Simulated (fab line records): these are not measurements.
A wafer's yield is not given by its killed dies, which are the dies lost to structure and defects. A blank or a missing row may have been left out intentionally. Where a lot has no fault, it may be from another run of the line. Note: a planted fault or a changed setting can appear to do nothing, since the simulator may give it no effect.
The tool behind it: which one? :: flow n5-finfet :: 72 wafers from 24 lots sampled at 6 of the route's 1938 steps

== WHAT EACH GAUGE READ, for each wafer ==
N5_START_INSPECT_01: inspects for defects (unpatterned scan). Usual: raw-defect-count 6.1, standard deviation 2.7.
lot: L074
measured: day 1 12:02
on: defect-inspect-01
raw-defect-count: 9 6 2
flag: 

lot: L075
measured: day 1 18:02
on: defect-inspect-02
raw-defect-count: 6 9 4
flag: 

lot: L076
measured: day 2 00:02
on: defect-inspect-02
raw-defect-count: 6 5 3
flag: 

lot: L077
measured: day 2 06:02
on: defect-inspect-02
raw-defect-count: 2 9 5
flag: 

lot: L078
measured: day 2 12:02
on: defect-inspect-01
raw-defect-count: 7 3 5
flag: 

lot: L079
measured: day 2 18:20
on: defect-inspect-01
raw-defect-count: 7 5 1
flag: 

lot: L080
measured: day 3 00:02
on: defect-inspect-02
raw-defect-count: 3 10 9
flag: 

lot: L081
measured: day 3 06:02
on: defect-inspect-02
raw-defect-count: 7 3 2
flag: 

lot: L082
measured: day 3 12:02
on: defect-inspect-01
raw-defect-count: 9 8 5
flag: 

lot: L083
measured: day 3 18:02
on: defect-inspect-02
raw-defect-count: 8 13 5
flag: 

lot: L084
measured: day 4 00:02
on: defect-inspect-01
raw-defect-count: 3 2 6
flag: 

lot: L085
measured: day 4 06:02
on: defect-inspect-02
raw-defect-count: 6 7 13
flag: 

lot: L086
measured: day 4 12:02
on: defect-inspect-02
raw-defect-count: 3 1 5
flag: 

lot: L087
measured: day 4 18:02
on: defect-inspect-02
raw-defect-count: 7 8 6
flag: 

lot: L088
measured: day 5 00:02
on: defect-inspect-01
raw-defect-count: 4 7 9
flag: 

lot: L089
measured: day 5 06:02
on: defect-inspect-01
raw-defect-count: 7 6 3
flag: 

lot: L090
measured: day 5 12:02
on: defect-inspect-01
raw-defect-count: 5 6 8
flag: 

lot: L091
measured: day 5 18:02
on: defect-inspect-02
raw-defect-count: 10 4 10
flag: 

lot: L092
measured: day 6 00:02
on: defect-inspect-01
raw-defect-count: 9 8 7
flag: 

lot: L093
measured: day 6 06:02
on: defect-inspect-02
raw-defect-count: 3 3 6
flag: 

lot: L094
measured: day 6 12:02
on: defect-inspect-02
raw-defect-count: 9 7 4
flag: 

lot: L095
measured: day 6 18:02
on: defect-inspect-02
raw-defect-count: 6 4 5
flag: 

lot: L096
measured: day 7 00:02
on: defect-inspect-02
raw-defect-count: 5 7 8
flag: 

lot: L097
measured: day 7 06:02
on: defect-inspect-01
raw-defect-count: 6 6 5
flag: 

N5_PMOS_HMC_CHANNEL_EPI_CD_MEAS_09 targets a cd of 237.4 nm. Usual: cd-nm 237.2 nm, standard deviation 0.94.
lot: L074
measured: day 1 17:16
on: cd-sem-01
cd-nm (nm): 238.9 238.0 237.8
flag: 

lot: L075
measured: day 1 23:15
on: cd-sem-03
cd-nm (nm): 238.4 237.3 236.5
flag: 

lot: L076
measured: day 2 05:08
on: cd-sem-01
cd-nm (nm): 237.8 237.6 238.2
flag: 

lot: L077
measured: day 2 11:33
on: cd-sem-03
cd-nm (nm): 239.1 236.6 237.3
flag: 

lot: L078
measured: day 2 18:15
on: cd-sem-01
cd-nm (nm): 235.4 237.9 237.2
flag: 

lot: L079
measured: day 3 00:44
on: cd-sem-03
cd-nm (nm): 235.8 237.6 237.0
flag: 

lot: L080
measured: day 3 05:21
on: cd-sem-02
cd-nm (nm): 238.2 238.2 238.8
flag: 

lot: L081
measured: day 3 11:14
on: cd-sem-01
cd-nm (nm): 236.0 236.4 235.7
flag: 

lot: L082
measured: day 3 17:07
on: cd-sem-03
cd-nm (nm): 238.1 239.4 237.2
flag: 

lot: L083
measured: day 3 22:58
on: cd-sem-03
cd-nm (nm): 237.7 237.6 237.3
flag: 

lot: L084
measured: day 4 05:29
on: cd-sem-02
cd-nm (nm): 237.6 237.6 237.6
flag: 

lot: L085
measured: day 4 11:22
on: cd-sem-01
cd-nm (nm): 236.9 236.6 236.7
flag: 

lot: L086
measured: day 4 17:23
on: cd-sem-01
cd-nm (nm): 237.9 237.5 234.8
flag: 

lot: L087
measured: day 4 23:01
on: cd-sem-03
cd-nm (nm): 237.6 237.3 237.0
flag: 

lot: L088
measured: day 5 05:28
on: cd-sem-01
cd-nm (nm): 237.2 237.1 235.1
flag: 

lot: L089
measured: day 5 11:04
on: cd-sem-01
cd-nm (nm): 236.2 236.9 235.3
flag: 

lot: L090
measured: day 5 17:57
on: cd-sem-01
cd-nm (nm): 237.7 237.4 238.0
flag: 

lot: L091
measured: day 5 23:16
on: cd-sem-03
cd-nm (nm): 234.4 236.6 236.3
flag: 

lot: L092
measured: day 6 06:56
on: cd-sem-03
cd-nm (nm): 236.2 236.7 237.0
flag: 

lot: L093
measured: day 6 17:36
on: cd-sem-02
cd-nm (nm): 236.5 237.2 236.1
flag: 

lot: L094
measured: day 6 18:34
on: cd-sem-02
cd-nm (nm): 237.4 236.0 237.5
flag: 

lot: L095
measured: day 6 23:56
on: cd-sem-02
cd-nm (nm): 238.0 237.4 236.7
flag: 

lot: L096
measured: day 7 04:53
on: cd-sem-01
cd-nm (nm): 236.8 238.0 237.8
flag: 

lot: L097
measured: day 7 10:52
on: cd-sem-02
cd-nm (nm): 235.7 237.2 237.8
flag: 

N5_PMOS_HMC_CHANNEL_EPI_THK_MEAS_22. Usual: HMC_CMP_THK typically reads 53.7 nm, with standard deviation 0.78.
lot: L074
measured: day 1 20:09
on: film-metro-01
HMC_CMP_THK (nm): 53.2 54.5 53.4
flag: 

lot: L075
measured: day 2 01:36
on: film-metro-02
HMC_CMP_THK (nm): 54.7 53.1 53.7
flag: 

lot: L076
measured: day 2 07:30
on: film-metro-01
HMC_CMP_THK (nm): 52.8 53.1 53.2
flag: 

lot: L077
measured: day 2 14:15
on: film-metro-01
HMC_CMP_THK (nm): 52.6 54.1 54.3
flag: 

lot: L078
measured: day 2 20:38
on: film-metro-02
HMC_CMP_THK (nm): 55.3 52.9 54.4
flag: 

lot: L079
measured: day 3 03:07
on: film-metro-01
HMC_CMP_THK (nm): 53.3 52.2 52.7
flag: 

lot: L080
measured: day 3 08:55
on: film-metro-02
HMC_CMP_THK (nm): 54.7 52.5 53.1
flag: 

lot: L081
measured: day 3 13:59
on: film-metro-02
HMC_CMP_THK (nm): 53.7 53.2 53.0
flag: 

lot: L082
measured: day 3 19:28
on: film-metro-01
HMC_CMP_THK (nm): 52.5 54.5 53.8
flag: 

lot: L083
measured: day 4 01:52
on: film-metro-02
HMC_CMP_THK (nm): 54.6 54.6 54.3
flag: 

lot: L084
measured: day 4 08:08
on: film-metro-01
HMC_CMP_THK (nm): 53.2 54.2 54.2
flag: 

lot: L085
measured: day 4 13:43
on: film-metro-02
HMC_CMP_THK (nm): 54.4 54.9 53.0
flag: 

lot: L086
measured: day 4 19:44
on: film-metro-02
HMC_CMP_THK (nm): 53.3 52.9 52.3
flag: 

lot: L087
measured: day 5 01:22
on: film-metro-02
HMC_CMP_THK (nm): 54.9 52.9 53.6
flag: 

lot: L088
measured: day 5 07:49
on: film-metro-01
HMC_CMP_THK (nm): 53.1 53.4 54.1
flag: 

lot: L089
measured: day 5 13:30
on: film-metro-02
HMC_CMP_THK (nm): 52.6 54.1 54.2
flag: 

lot: L090
measured: day 5 20:19
on: film-metro-02
HMC_CMP_THK (nm): 52.9 54.1 54.6
flag: 

lot: L091
measured: day 6 01:38
on: film-metro-01
HMC_CMP_THK (nm): 53.5 54.7 53.4
flag: 

lot: L092
measured: day 6 09:19
on: film-metro-02
HMC_CMP_THK (nm): 54.0 52.8 54.3
flag: 

lot: L093
measured: day 6 20:18
on: film-metro-01
HMC_CMP_THK (nm): 53.4 54.4 53.3
flag: 

lot: L094
measured: day 6 21:17
on: film-metro-01
HMC_CMP_THK (nm): 53.9 54.7 54.0
flag: 

lot: L095
measured: day 7 02:17
on: film-metro-01
HMC_CMP_THK (nm): 53.0 52.6 54.2
flag: 

lot: L096
measured: day 7 07:13
on: film-metro-02
HMC_CMP_THK (nm): 53.2 52.5 54.2
flag: 

lot: L097
measured: day 7 13:23
on: film-metro-02
HMC_CMP_THK (nm): 54.2 54.3 53.5
flag: 

N5_FIN_SAQP_THK_MEAS_05. Usual: thk-nm 38.1 nm, standard deviation 0.52.
lot: L074
measured: day 1 21:16
on: film-metro-02
thk-nm (nm): 37.6 37.5 38.2
flag: 

lot: L075
measured: day 2 04:56
on: film-metro-01
thk-nm (nm): 37.8 37.4 38.3
flag: 

lot: L076
measured: day 2 08:38
on: film-metro-01
thk-nm (nm): 38.2 38.4 38.2
flag: 

lot: L077
measured: day 2 15:22
on: film-metro-02
thk-nm (nm): 37.6 37.7 38.8
flag: 

lot: L078
measured: day 2 21:45
on: film-metro-01
thk-nm (nm): 36.5 37.8 37.8
flag: 

lot: L079
measured: day 3 05:03
on: film-metro-01
thk-nm (nm): 37.5 38.1 37.5
flag: 

lot: L080
measured: day 3 10:03
on: film-metro-02
thk-nm (nm): 38.0 38.4 38.2
flag: 

lot: L081
measured: day 3 15:06
on: film-metro-02
thk-nm (nm): 38.2 37.9 38.5
flag: 

lot: L082
measured: day 3 20:39
on: film-metro-02
thk-nm (nm): 37.4 38.3 38.9
flag: 

lot: L083
measured: day 4 03:02
on: film-metro-01
thk-nm (nm): 37.5 38.1 38.0
flag: 

lot: L084
measured: day 4 09:26
on: film-metro-01
thk-nm (nm): 37.4 38.2 39.1
flag: 

lot: L085
measured: day 4 14:49
on: film-metro-02
thk-nm (nm): 37.7 38.7 38.2
flag: 

lot: L086
measured: day 4 21:13
on: film-metro-02
thk-nm (nm): 38.6 37.5 38.6
flag: 

lot: L087
measured: day 5 02:29
on: film-metro-02
thk-nm (nm): 37.1 38.1 38.7
flag: 

lot: L088
measured: day 5 09:43
on: film-metro-02
thk-nm (nm): 38.6 38.3 38.9
flag: 

lot: L089
measured: day 5 15:16
on: film-metro-01
thk-nm (nm): 38.5 38.6 38.4
flag: 

lot: L090
measured: day 5 22:12
on: film-metro-01
thk-nm (nm): 38.0 38.1 38.6
flag: 

lot: L091
measured: day 6 05:06
on: film-metro-01
thk-nm (nm): 37.3 37.9 38.0
flag: 

lot: L092
measured: day 6 11:01
on: film-metro-02
thk-nm (nm): 37.4 38.9 38.0
flag: 

lot: L093
measured: day 6 21:34
on: film-metro-01
thk-nm (nm): 37.2 37.9 37.7
flag: 

lot: L094
measured: day 6 22:34
on: film-metro-01
thk-nm (nm): 37.8 38.4 38.7
flag: 

lot: L095
measured: day 7 03:32
on: film-metro-02
thk-nm (nm): 37.4 38.4 38.3
flag: 

lot: L096
measured: day 7 09:40
on: film-metro-01
thk-nm (nm): 38.5 39.3 38.9
flag: 

lot: L097
measured: day 7 14:34
on: film-metro-02
thk-nm (nm): 37.1 37.7 37.8
flag: 

N5_FIN_SAQP_OVL_MEAS_17. Usual: FIN_CORE_OVL typically reads 0.3 nm, with standard deviation 0.77.
lot: L074
measured: day 1 21:58
on: overlay-02
FIN_CORE_OVL (nm): -0.6 1.2 0.4
flag: 

lot: L075
measured: day 2 05:32
on: overlay-02
FIN_CORE_OVL (nm): 0.3 0.7 0.1
flag: 

lot: L076
measured: day 2 09:22
on: overlay-02
FIN_CORE_OVL (nm): -0.9 -1.0 0.3
flag: 

lot: L077
measured: day 2 16:07
on: overlay-01
FIN_CORE_OVL (nm): -0.2 1.2 0.3
flag: 

lot: L078
measured: day 2 22:29
on: overlay-02
FIN_CORE_OVL (nm): 0.1 -1.2 0.6
flag: 

lot: L079
measured: day 3 05:47
on: overlay-01
FIN_CORE_OVL (nm): 1.3 1.5 2.0
flag: 

lot: L080
measured: day 3 10:39
on: overlay-01
FIN_CORE_OVL (nm): 0.4 2.3 1.0
flag: 

lot: L081
measured: day 3 15:43
on: overlay-02
FIN_CORE_OVL (nm): -0.4 -0.4 -0.2
flag: 

lot: L082
measured: day 3 21:20
on: overlay-01
FIN_CORE_OVL (nm): -0.2 1.6 0.6
flag: 

lot: L083
measured: day 4 03:47
on: overlay-01
FIN_CORE_OVL (nm): 1.7 2.0 0.5
flag: 

lot: L084
measured: day 4 10:04
on: overlay-01
FIN_CORE_OVL (nm): -0.4 -1.5 -0.3
flag: 

lot: L085
measured: day 4 15:33
on: overlay-01
FIN_CORE_OVL (nm): 1.2 0.2 0.2
flag: 

lot: L086
measured: day 4 21:49
on: overlay-01
FIN_CORE_OVL (nm): 0.2 -0.5 -0.2
flag: 

lot: L087
measured: day 5 03:13
on: overlay-01
FIN_CORE_OVL (nm): 1.1 -0.3 0.4
flag: 

lot: L088
measured: day 5 10:27
on: overlay-02
FIN_CORE_OVL (nm): -0.1 -0.1 0.1
flag: 

lot: L089
measured: day 5 15:53
on: overlay-01
FIN_CORE_OVL (nm): 0.0 0.2 0.0
flag: 

lot: L090
measured: day 6 00:13
on: overlay-01
FIN_CORE_OVL (nm): 0.3 0.2 0.6
flag: 

lot: L091
measured: day 6 05:42
on: overlay-02
FIN_CORE_OVL (nm): -1.0 0.1 0.4
flag: 

lot: L092
measured: day 6 11:44
on: overlay-01
FIN_CORE_OVL (nm): 0.3 0.9 0.6
flag: 

lot: L093
measured: day 6 22:10
on: overlay-02
FIN_CORE_OVL (nm): 0.5 -1.6 1.8
flag: 

lot: L094
measured: day 6 23:17
on: overlay-02
FIN_CORE_OVL (nm): 1.0 -0.3 0.1
flag: 

lot: L095
measured: day 7 04:09
on: overlay-02
FIN_CORE_OVL (nm): -0.5 0.0 0.6
flag: 

lot: L096
measured: day 7 10:23
on: overlay-02
FIN_CORE_OVL (nm): 1.2 0.6 1.3
flag: 

lot: L097
measured: day 7 15:17
on: overlay-01
FIN_CORE_OVL (nm): 0.6 0.2 0.7
flag: 

== WHICH TOOL RAN EACH LOT (tool, then ch and the chambers of the sampled wafers, then the start) ==
lot: L074
N5_FIN_SAQP_HM_DEP_72: pecvd-03 ch 0,1, day 1 21:35

lot: L075
N5_FIN_SAQP_HM_DEP_72: pecvd-04 ch 1,2, day 2 05:10

lot: L076
N5_FIN_SAQP_HM_DEP_72: pecvd-04 ch 0,1,2, day 2 08:52

lot: L077
N5_FIN_SAQP_HM_DEP_72: pecvd-03 ch 0,1, day 2 15:37

lot: L078
N5_FIN_SAQP_HM_DEP_72: pecvd-01 ch 0,1,2, day 2 21:59

lot: L079
N5_FIN_SAQP_HM_DEP_72: pecvd-01 ch 0,1,2, day 3 05:17

lot: L080
N5_FIN_SAQP_HM_DEP_72: pecvd-03 ch 0,1,2, day 3 10:17

lot: L081
N5_FIN_SAQP_HM_DEP_72: pecvd-04 ch 1,2, day 3 15:20

lot: L082
N5_FIN_SAQP_HM_DEP_72: pecvd-04 ch 1,2, day 3 20:58

lot: L083
N5_FIN_SAQP_HM_DEP_72: pecvd-03 ch 1,2, day 4 03:16

lot: L084
N5_FIN_SAQP_HM_DEP_72: pecvd-01 ch 2, day 4 09:40

lot: L085
N5_FIN_SAQP_HM_DEP_72: pecvd-03 ch 0,2, day 4 15:04

lot: L086
N5_FIN_SAQP_HM_DEP_72: pecvd-03 ch 0,1,2, day 4 21:27

lot: L087
N5_FIN_SAQP_HM_DEP_72: pecvd-01 ch 1,2, day 5 02:43

lot: L088
N5_FIN_SAQP_HM_DEP_72: pecvd-04 ch 0,2, day 5 09:58

lot: L089
N5_FIN_SAQP_HM_DEP_72: pecvd-03 ch 1,2, day 5 15:31

lot: L090
N5_FIN_SAQP_HM_DEP_72: pecvd-01 ch 1,2, day 5 22:26

lot: L091
N5_FIN_SAQP_HM_DEP_72: pecvd-03 ch 0,1, day 6 05:20

lot: L092
N5_FIN_SAQP_HM_DEP_72: pecvd-03 ch 0,1,2, day 6 11:15

lot: L093
N5_FIN_SAQP_HM_DEP_72: pecvd-01 ch 1,2, day 6 21:49

lot: L094
N5_FIN_SAQP_HM_DEP_72: pecvd-04 ch 1,2, day 6 22:48

lot: L095
N5_FIN_SAQP_HM_DEP_72: pecvd-04 ch 0,1,2, day 7 03:47

lot: L096
N5_FIN_SAQP_HM_DEP_72: pecvd-01 ch 0,1,2, day 7 09:54

lot: L097
N5_FIN_SAQP_HM_DEP_72: pecvd-03 ch 0,1,2, day 7 14:48
- N5_FIN_SAQP_HM_DEP_72: deposits SiO2 from SiH4/N2O, target thk 12 nm, time 7.2 s.

== AS READ BY THE TOOLS THEMSELVES (means over the sampled wafers that have a number; for cases with no such wafer, the mark the record gives instead) ==
N5_FIN_SAQP_HM_DEP_72. Usual: heater-power-w 742 W, standard deviation 120; showerhead-plenum-p-Torr 8.11 Torr, standard deviation 0.12.
lot: L074
tool: pecvd-03
heater-power-w (W): 785
showerhead-plenum-p-Torr (Torr): 8.07
flag: 

lot: L075
tool: pecvd-04
heater-power-w (W): 813
showerhead-plenum-p-Torr (Torr): 8.07
flag: 

lot: L076
tool: pecvd-04
heater-power-w (W): 832
showerhead-plenum-p-Torr (Torr): 8.09
flag: 

lot: L077
tool: pecvd-03
heater-power-w (W): 691
showerhead-plenum-p-Torr (Torr): 8.06
flag: 

lot: L078
tool: pecvd-01
heater-power-w (W): 733
showerhead-plenum-p-Torr (Torr): 8.10
flag: 

lot: L079
tool: pecvd-01
heater-power-w (W): 706
showerhead-plenum-p-Torr (Torr): 8.11
flag: 

lot: L080
tool: pecvd-03
heater-power-w (W): 668
showerhead-plenum-p-Torr (Torr): 8.12
flag: 

lot: L081
tool: pecvd-04
heater-power-w (W): 757
showerhead-plenum-p-Torr (Torr): 8.07
flag: 

lot: L082
tool: pecvd-04
heater-power-w (W): 806
showerhead-plenum-p-Torr (Torr): 8.07
flag: 

lot: L083
tool: pecvd-03
heater-power-w (W): 605
showerhead-plenum-p-Torr (Torr): 8.20
flag: 

lot: L084
tool: pecvd-01
heater-power-w (W): 772
showerhead-plenum-p-Torr (Torr): 8.40
flag: 

lot: L085
tool: pecvd-03
heater-power-w (W): 668
showerhead-plenum-p-Torr (Torr): 8.19
flag: 

lot: L086
tool: pecvd-03
heater-power-w (W): 692
showerhead-plenum-p-Torr (Torr): 8.12
flag: 

lot: L087
tool: pecvd-01
heater-power-w (W): 705
showerhead-plenum-p-Torr (Torr): 8.10
flag: 

lot: L088
tool: pecvd-04
heater-power-w (W): 820
showerhead-plenum-p-Torr (Torr): 8.08
flag: 

lot: L089
tool: pecvd-03
heater-power-w (W): 627
showerhead-plenum-p-Torr (Torr): 8.13
flag: 

lot: L090
tool: pecvd-01
heater-power-w (W): 767
showerhead-plenum-p-Torr (Torr): 8.26
flag: 

lot: L091
tool: pecvd-03
heater-power-w (W): 685
showerhead-plenum-p-Torr (Torr): 8.07
flag: 

lot: L092
tool: pecvd-03
heater-power-w (W): 726
showerhead-plenum-p-Torr (Torr): 8.10
flag: 

lot: L093
tool: pecvd-01
heater-power-w (W): 762
showerhead-plenum-p-Torr (Torr): 8.25
flag: 

lot: L094
tool: pecvd-04
heater-power-w (W): 703
showerhead-plenum-p-Torr (Torr): 8.07
flag: 

lot: L095
tool: pecvd-04
heater-power-w (W): 800
showerhead-plenum-p-Torr (Torr): 8.09
flag: 

lot: L096
tool: pecvd-01
heater-power-w (W): 804
showerhead-plenum-p-Torr (Torr): 8.11
flag: 

lot: L097
tool: pecvd-03
heater-power-w (W): 727
showerhead-plenum-p-Torr (Torr): 8.13
flag: 

== THE ANSWER, worked out from the rows above alone ==
Rule: a lot is off if the mean of its wafers that have a number lies more than 3 standard deviations from the usual mean. Also off: a lot with no number at a reading for which 4 or more lots have one. Where the step has rows for the other lots, those lots are counted as sound. First the gauges in route order, then the tools' own readings, where a lot's mean is used as printed above. The first step at which some lot is off is used, and at that step the reading that is off furthest; a lot without a number counts as furthest.
No lot is off on any of the readings shown, so nothing can be concluded from this.

== WHAT THE SIMULATOR HAD INSERTED ==
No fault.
